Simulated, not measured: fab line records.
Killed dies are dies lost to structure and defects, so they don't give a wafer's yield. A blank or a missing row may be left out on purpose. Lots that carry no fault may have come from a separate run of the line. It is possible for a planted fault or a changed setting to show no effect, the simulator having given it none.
Matching of chambers    flow n5 finfet    4 sister chambers for N5_BEOL_M9_STRIP_19 on rie diel-04
The step strips in O2. 22 wafers are shown with their chamber, then 11 later ones without.

== EACH WAFER AND ITS CHAMBER ==
wafer   chamber  drypump motor current A (A)  showerhead plenum p Torr (Torr)  throttle valve pct (%)
L074.1  0        5.8                          2.07                             16.47
L074.4  2        5.2                          2.19                             16.86
L074.6  1        6.3                          1.98                             16.87
L077.4  2        5.2                          2.18                             16.87
L077.5  0        5.8                          2.07                             16.49
L077.6  3        5.7                          2.06                             16.95
L079.1  1        6.3                          2.24                             16.42
L079.4  0        5.8                          2.06                             16.51
L079.6  1        6.2                          2.24                             16.41
L080.2  2        5.2                          2.18                             16.85
L080.4  0        5.8                          2.06                             16.50
L080.5  1        6.3                          2.24                             16.42
L081.1  1        6.3                          2.24                             16.41
L081.2  2        5.2                          2.18                             16.88
L081.6  1        6.3                          2.24                             16.43
L082.1  0        5.8                          2.06                             16.51
L082.3  2        5.2                          2.18                             16.91
L082.4  2        5.2                          2.18                             16.88
L084.1  3        5.6                          2.05                             16.42
L084.3  0        5.8                          2.06                             16.53
L084.4  2        5.2                          2.18                             16.90
L085.1  2        5.2                          2.18                             16.90

SIGNATURES, as means of the wafers listed above
reading                   chamber 0  chamber 1  chamber 2  chamber 3  scatter within a chamber
drypump motor current A   5.800      6.283      5.200      5.650      0.0272
showerhead plenum p Torr  2.0633     2.1967     2.1813     2.0550     0.0561
throttle valve pct        16.5017    16.4933    16.8813    16.6850    0.133
Rule: distance of a wafer from a chamber = root of the sum over the readings of ((wafer's reading minus chamber's mean) / reading's scatter) squared. The wafer belongs to the nearest chamber; if the next one is less than 2 further off, it can't be placed. The scatter is the square root of a quotient: the sum, over the shown wafers, of each reading's squared deviation from its chamber's mean, divided by wafers minus chambers.

== WAFERS WITH NO CHAMBER GIVEN ==
wafer   drypump motor current A (A)  showerhead plenum p Torr (Torr)  throttle valve pct (%)
L085.4  6.2                          2.23                             16.44
L085.6  5.2                          2.18                             16.88
L076.3  5.8                          2.06                             16.52
L076.4  5.7                          2.05                             16.44
L076.6  6.3                          2.23                             16.47
L091.2  5.6                          2.05                             16.46
L091.5  5.6                          2.05                             16.46
L091.6  5.8                          2.06                             16.53
L096.2  5.2                          2.17                             16.92
L096.5  5.2                          2.17                             16.93
L096.6  6.3                          2.23                             16.46

== THE CHAMBER EACH PASSED THROUGH ==
wafer   from the rows above      in truth
L085.4  1                        1
L085.6  2                        2
L076.3  0                        0
L076.4  can't be placed: 3 or 0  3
L076.6  1                        1
L091.2  3                        3
L091.5  3                        3
L091.6  0                        0
L096.2  2                        2
L096.5  2                        2
L096.6  1                        1
Correct placement for 10 of the 11. Not placeable from these rows: 1 (in 1, the candidates include the true chamber). Number placed wrongly: 0.
